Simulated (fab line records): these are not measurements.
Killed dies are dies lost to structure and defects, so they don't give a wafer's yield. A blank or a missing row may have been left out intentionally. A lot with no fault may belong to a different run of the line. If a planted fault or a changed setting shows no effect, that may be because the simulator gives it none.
Shared-tool check || flow nand_harc || Sampled: 12 lots, 36 wafers

## WHAT PROMPTED THE OPENING
At NHARC_A_ONON_D2_THK_MEAS_11 the reading thk_nm is flagged on 2 of 12 lots. Wafers without a fault read 999 nm, standard deviation 8.1.
Rule: a lot gets a flag if all its wafers with a number sit over 4 standard deviations from that mean, or if no wafer of it has a number. As for the other lots, they are considered sound.

{"lot": "L716", "measured": "day 12 06:23", "on": "film_metro-01", "thk_nm (nm), wafer by wafer": "987 986 987", "flag": ""}
{"lot": "L719", "measured": "day 13 15:08", "on": "film_metro-01", "thk_nm (nm), wafer by wafer": "990 992 992", "flag": ""}
{"lot": "L718", "measured": "day 13 15:13", "on": "film_metro-02", "thk_nm (nm), wafer by wafer": "1005 1004 1003", "flag": ""}
{"lot": "L720", "measured": "day 14 05:12", "on": "film_metro-01", "thk_nm (nm), wafer by wafer": "992 993 993", "flag": ""}
{"lot": "L721", "measured": "day 14 05:25", "on": "film_metro-01", "thk_nm (nm), wafer by wafer": "1004 1006 1003", "flag": ""}
{"lot": "L725", "measured": "day 16 20:02", "on": "film_metro-01", "thk_nm (nm), wafer by wafer": "991 991 991", "flag": ""}
{"lot": "L728", "measured": "day 17 12:59", "on": "film_metro-01", "thk_nm (nm), wafer by wafer": "1042 1044 1043", "flag": "FLAGGED"}
{"lot": "L730", "measured": "day 18 14:25", "on": "film_metro-01", "thk_nm (nm), wafer by wafer": "1045 1044 1042", "flag": "FLAGGED"}
{"lot": "L736", "measured": "day 20 11:41", "on": "film_metro-01", "thk_nm (nm), wafer by wafer": "991 991 990", "flag": ""}
{"lot": "L737", "measured": "day 21 06:37", "on": "film_metro-02", "thk_nm (nm), wafer by wafer": "994 993 993", "flag": ""}
{"lot": "L738", "measured": "day 21 20:45", "on": "film_metro-02", "thk_nm (nm), wafer by wafer": "1000 998 1000", "flag": ""}
{"lot": "L739", "measured": "day 21 20:46", "on": "film_metro-01", "thk_nm (nm), wafer by wafer": "1018 1017 1016", "flag": ""}
On average the flagged lots' numbers are 1043 nm, which is +44 nm against the usual, or +5 standard deviations.

## WHICH TOOL EACH LOT WENT THROUGH
The record holds 3 process steps before the reading, out of a route of 1302 steps. Every cell lists first the tool, next ch and the chambers used by the sampled wafers, and last the start.
{"lot": "L716", "flag": "", "NHARC_A_CHANNEL_FILL_D1_ETCHBACK_20": "rie_diel-09 ch 1,2,3, day 9 16:10", "NHARC_A_DECK1_JOINT_CMP_13": "cmp-03 ch 0,1, day 11 02:29", "NHARC_A_ONON_D2_DEP_09": "pecvd_onon-03 ch 0, day 12 06:02"}
{"lot": "L719", "flag": "", "NHARC_A_CHANNEL_FILL_D1_ETCHBACK_20": "rie_diel-08 ch 2,3, day 11 00:19", "NHARC_A_DECK1_JOINT_CMP_13": "cmp-01 ch 0,1, day 12 10:05", "NHARC_A_ONON_D2_DEP_09": "pecvd_onon-02 ch 0, day 13 14:45"}
{"lot": "L718", "flag": "", "NHARC_A_CHANNEL_FILL_D1_ETCHBACK_20": "rie_diel-13 ch 1,2, day 11 00:19", "NHARC_A_DECK1_JOINT_CMP_13": "cmp-02 ch 0,1,2, day 12 10:07", "NHARC_A_ONON_D2_DEP_09": "pecvd_onon-01 ch 0, day 13 14:43"}
{"lot": "L720", "flag": "", "NHARC_A_CHANNEL_FILL_D1_ETCHBACK_20": "rie_diel-08 ch 0,2,3, day 11 15:21", "NHARC_A_DECK1_JOINT_CMP_13": "cmp-03 ch 0,2, day 13 01:31", "NHARC_A_ONON_D2_DEP_09": "pecvd_onon-03 ch 0, day 14 04:49"}
{"lot": "L721", "flag": "", "NHARC_A_CHANNEL_FILL_D1_ETCHBACK_20": "rie_diel-13 ch 2,3, day 11 15:21", "NHARC_A_DECK1_JOINT_CMP_13": "cmp-01 ch 0,1,3, day 13 01:34", "NHARC_A_ONON_D2_DEP_09": "pecvd_onon-01 ch 0, day 14 04:58"}
{"lot": "L725", "flag": "", "NHARC_A_CHANNEL_FILL_D1_ETCHBACK_20": "rie_diel-13 ch 1,3, day 14 04:30", "NHARC_A_DECK1_JOINT_CMP_13": "cmp-03 ch 0,1,3, day 15 17:15", "NHARC_A_ONON_D2_DEP_09": "pecvd_onon-01 ch 0, day 16 19:38"}
{"lot": "L728", "flag": "FLAGGED", "NHARC_A_CHANNEL_FILL_D1_ETCHBACK_20": "rie_diel-08 ch 0,1,2, day 14 18:11", "NHARC_A_DECK1_JOINT_CMP_13": "cmp-01 ch 0,2,3, day 16 05:22", "NHARC_A_ONON_D2_DEP_09": "pecvd_onon-01 ch 0, day 17 12:28"}
{"lot": "L730", "flag": "FLAGGED", "NHARC_A_CHANNEL_FILL_D1_ETCHBACK_20": "rie_diel-13 ch 1,3, day 16 00:22", "NHARC_A_DECK1_JOINT_CMP_13": "cmp-02 ch 0,1,3, day 17 10:43", "NHARC_A_ONON_D2_DEP_09": "pecvd_onon-01 ch 0, day 18 14:01"}
{"lot": "L736", "flag": "", "NHARC_A_CHANNEL_FILL_D1_ETCHBACK_20": "rie_diel-13 ch 1,2,3, day 17 23:14", "NHARC_A_DECK1_JOINT_CMP_13": "cmp-01 ch 0,1,2, day 19 10:22", "NHARC_A_ONON_D2_DEP_09": "pecvd_onon-03 ch 0, day 20 11:11"}
{"lot": "L737", "flag": "", "NHARC_A_CHANNEL_FILL_D1_ETCHBACK_20": "rie_diel-13 ch 1,3, day 18 15:29", "NHARC_A_DECK1_JOINT_CMP_13": "cmp-01 ch 2,3, day 20 01:40", "NHARC_A_ONON_D2_DEP_09": "pecvd_onon-02 ch 0, day 21 06:06"}
{"lot": "L738", "flag": "", "NHARC_A_CHANNEL_FILL_D1_ETCHBACK_20": "rie_diel-13 ch 0,3, day 18 23:49", "NHARC_A_DECK1_JOINT_CMP_13": "cmp-03 ch 0,1, day 20 12:46", "NHARC_A_ONON_D2_DEP_09": "pecvd_onon-03 ch 0, day 21 20:17"}
{"lot": "L739", "flag": "", "NHARC_A_CHANNEL_FILL_D1_ETCHBACK_20": "rie_diel-08 ch 1,2, day 19 09:25", "NHARC_A_DECK1_JOINT_CMP_13": "cmp-01 ch 1,2,3, day 20 19:21", "NHARC_A_ONON_D2_DEP_09": "pecvd_onon-01 ch 0, day 21 20:19"}
What is done by these steps:
- NHARC_A_CHANNEL_FILL_D1_ETCHBACK_20: etches the open film in C4F8/O2/Ar, target depth 27 nm, time 13.5 s.
- NHARC_A_DECK1_JOINT_CMP_13: polishes, target thk 51.023 nm.
- NHARC_A_ONON_D2_DEP_09: target thk 1000 nm.
- NHARC_A_ONON_D2_THK_MEAS_11: measures by ellipsometry.

## FLAGGED AGAINST TOTAL, ONE TOOL AT A TIME (gauges that did the reading follow at the end)
{"step": "NHARC_A_CHANNEL_FILL_D1_ETCHBACK_20", "tool": "rie_diel-08", "lots run": 4, "flagged": 1, "share of the flagged lots": "some", "sound lots run after its first flagged lot": "1 (L739)"}
{"step": "NHARC_A_CHANNEL_FILL_D1_ETCHBACK_20", "tool": "rie_diel-09", "lots run": 1, "flagged": 0, "share of the flagged lots": "none", "sound lots run after its first flagged lot": "-"}
{"step": "NHARC_A_CHANNEL_FILL_D1_ETCHBACK_20", "tool": "rie_diel-13", "lots run": 7, "flagged": 1, "share of the flagged lots": "some", "sound lots run after its first flagged lot": "3 (L736,L737,L738)"}
{"step": "NHARC_A_DECK1_JOINT_CMP_13", "tool": "cmp-01", "lots run": 6, "flagged": 1, "share of the flagged lots": "some", "sound lots run after its first flagged lot": "3 (L736,L737,L739)"}
{"step": "NHARC_A_DECK1_JOINT_CMP_13", "tool": "cmp-02", "lots run": 2, "flagged": 1, "share of the flagged lots": "some", "sound lots run after its first flagged lot": 0}
{"step": "NHARC_A_DECK1_JOINT_CMP_13", "tool": "cmp-03", "lots run": 4, "flagged": 0, "share of the flagged lots": "none", "sound lots run after its first flagged lot": "-"}
{"step": "NHARC_A_ONON_D2_DEP_09", "tool": "pecvd_onon-01", "lots run": 6, "flagged": 2, "share of the flagged lots": "all", "sound lots run after its first flagged lot": "1 (L739)"}
{"step": "NHARC_A_ONON_D2_DEP_09", "tool": "pecvd_onon-02", "lots run": 2, "flagged": 0, "share of the flagged lots": "none", "sound lots run after its first flagged lot": "-"}
{"step": "NHARC_A_ONON_D2_DEP_09", "tool": "pecvd_onon-03", "lots run": 4, "flagged": 0, "share of the flagged lots": "none", "sound lots run after its first flagged lot": "-"}
{"step": "NHARC_A_ONON_D2_THK_MEAS_11", "tool": "film_metro-01", "lots run": 9, "flagged": 2, "share of the flagged lots": "all", "sound lots run after its first flagged lot": "2 (L736,L739)"}
{"step": "NHARC_A_ONON_D2_THK_MEAS_11", "tool": "film_metro-02", "lots run": 3, "flagged": 0, "share of the flagged lots": "none", "sound lots run after its first flagged lot": "-"}

## WHAT THE TABLE PERMITS
2 rows of the table ran every flagged lot: pecvd_onon-01 at NHARC_A_ONON_D2_DEP_09, film_metro-01 at NHARC_A_ONON_D2_THK_MEAS_11.
- pecvd_onon-01 at NHARC_A_ONON_D2_DEP_09: 2 of its 6 lots flagged. After the first flagged lot (L739), sound lots still ran on it; a lasting fault on the whole tool would not permit that.
- film_metro-01 at NHARC_A_ONON_D2_THK_MEAS_11: 2 of its 9 lots flagged. After the first flagged lot (L736, L739), sound lots still ran on it; a lasting fault on the whole tool would not permit that.
None of the table's rows ran every flagged lot and, after the first, no sound lot.

## WHAT THE SIMULATOR HAD PUT IN
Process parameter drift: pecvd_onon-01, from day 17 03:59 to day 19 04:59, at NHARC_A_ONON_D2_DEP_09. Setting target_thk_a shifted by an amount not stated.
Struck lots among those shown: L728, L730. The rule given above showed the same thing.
